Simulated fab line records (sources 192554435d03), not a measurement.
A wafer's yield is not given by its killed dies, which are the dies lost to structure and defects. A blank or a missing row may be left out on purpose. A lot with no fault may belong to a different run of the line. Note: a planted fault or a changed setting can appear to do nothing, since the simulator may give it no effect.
Matching of chambers + flow n5_finfet + rie_diel-01 running N5_BEOL_M15_ETCH_57: 4 sister chambers
The step etches SOC in N2/H2, time 750 s. 4 wafers are shown with their chamber, then 7 later ones without.

## WAFERS, EACH WITH ITS CHAMBER
| wafer  | chamber | showerhead_plenum_p_Torr (Torr) |
|--------|---------|---------------------------------|
| L653.5 | 1       | 2.40                            |
| L664.2 | 3       | 2.55                            |
| L664.3 | 0       | 2.68                            |
| L665.2 | 2       | 2.44                            |

## WAFERS WITH NO CHAMBER GIVEN
| wafer  | showerhead_plenum_p_Torr (Torr) |
|--------|---------------------------------|
| L665.4 | 2.39                            |
| L665.6 | 2.44                            |
| L669.1 | 2.44                            |
| L669.3 | 2.54                            |
| L669.5 | 2.44                            |
| L667.2 | 2.39                            |
| L667.5 | 2.54                            |

## CHAMBER TAKEN BY EACH
| wafer  | from the rows above | in truth |
|--------|---------------------|----------|
| L665.4 | 1                   | 1        |
| L665.6 | 2                   | 2        |
| L669.1 | 2                   | 2        |
| L669.3 | 3                   | 3        |
| L669.5 | 2                   | 2        |
| L667.2 | 1                   | 1        |
| L667.5 | 3                   | 3        |
Placed correctly: 7 of 7. Left unplaced by these rows: 0. Wrongly placed: 0.
How it was worked out, from the rows above alone: a wafer's distance from a chamber is the root of the sum, over the readings, of the square of ((its reading less the chamber's mean) divided by the reading's scatter). If the next closest chamber is less than 2 further off than the closest, the wafer can't be placed; otherwise it belongs to the closest. The mean given for a chamber averages the wafers shown for that chamber. The scatter: with one shown wafer a chamber, the root of the mean of the squares of how far each hidden wafer lies from its nearest shown one.
